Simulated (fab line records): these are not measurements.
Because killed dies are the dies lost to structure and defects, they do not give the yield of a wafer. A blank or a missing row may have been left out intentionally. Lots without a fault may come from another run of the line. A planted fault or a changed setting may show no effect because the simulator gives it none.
Matching of chambers | flow nand harc | NHARC_A_SLIT_ETCH_24 on rie diel-05 has 4 sister chambers
The step etches the open film in CF4/CHF3, target depth 121 nm, time 60.5 s. 14 wafers are shown with their chamber, then 7 later ones without.

== EACH WAFER AND ITS CHAMBER ==
wafer  | chamber | showerhead plenum p Torr (Torr) | drypump motor current A (A) | rf vpp V (V)
L075.1 | 1       | 1.50                            | 5.9                         | 368.6
L075.4 | 0       | 1.69                            | 5.4                         | 374.0
L075.5 | 1       | 1.50                            | 5.9                         | 366.4
L076.1 | 0       | 1.69                            | 5.4                         | 374.9
L076.4 | 0       | 1.69                            | 5.4                         | 374.4
L076.6 | 1       | 1.50                            | 5.9                         | 369.2
L082.1 | 0       | 1.69                            | 5.5                         | 373.5
L082.5 | 3       | 1.60                            | 6.0                         | 371.3
L082.6 | 2       | 1.50                            | 5.7                         | 368.3
L091.1 | 0       | 1.69                            | 5.4                         | 372.1
L091.3 | 3       | 1.59                            | 6.0                         | 370.2
L091.5 | 3       | 1.59                            | 6.0                         | 372.2
L089.1 | 1       | 1.50                            | 5.9                         | 368.5
L089.3 | 3       | 1.59                            | 6.0                         | 371.5

SIGNATURES, as means of the wafers listed above
reading                  | chamber 0 | chamber 1 | chamber 2 | chamber 3 | scatter within a chamber
showerhead plenum p Torr | 1.6900    | 1.5000    | 1.5000    | 1.5925    | 0.00274
drypump motor current A  | 5.420     | 5.900     | 5.700     | 6.000     | 0.0283
rf vpp V                 | 373.780   | 368.175   | 368.300   | 371.300   | 1.06
Rule: distance of a wafer from a chamber = root of the sum over the readings of ((wafer's reading minus chamber's mean) / reading's scatter) squared. The wafer belongs to the nearest chamber; if the next one is less than 2 further off, it can't be placed. The scatter: take each reading less its chamber's mean, square it, sum over the shown wafers, divide by the number of wafers less the number of chambers, and take the root.

== WAFERS WITHOUT THEIR CHAMBER ==
wafer  | showerhead plenum p Torr (Torr) | drypump motor current A (A) | rf vpp V (V)
L089.6 | 1.50                            | 5.7                         | 367.2
L092.2 | 1.69                            | 5.5                         | 374.3
L092.5 | 1.59                            | 6.0                         | 371.6
L092.6 | 1.50                            | 5.7                         | 367.5
L094.3 | 1.50                            | 5.9                         | 368.9
L094.4 | 1.69                            | 5.4                         | 374.5
L094.6 | 1.69                            | 5.4                         | 374.4

== THE CHAMBER EACH PASSED THROUGH ==
wafer  | from the rows above | in truth
L089.6 | 2                   | 2
L092.2 | 0                   | 0
L092.5 | 3                   | 3
L092.6 | 2                   | 2
L094.3 | 1                   | 1
L094.4 | 0                   | 0
L094.6 | 0                   | 0
Placed correctly: 7 of 7. Not placeable from these rows: 0. Placed wrongly: 0.
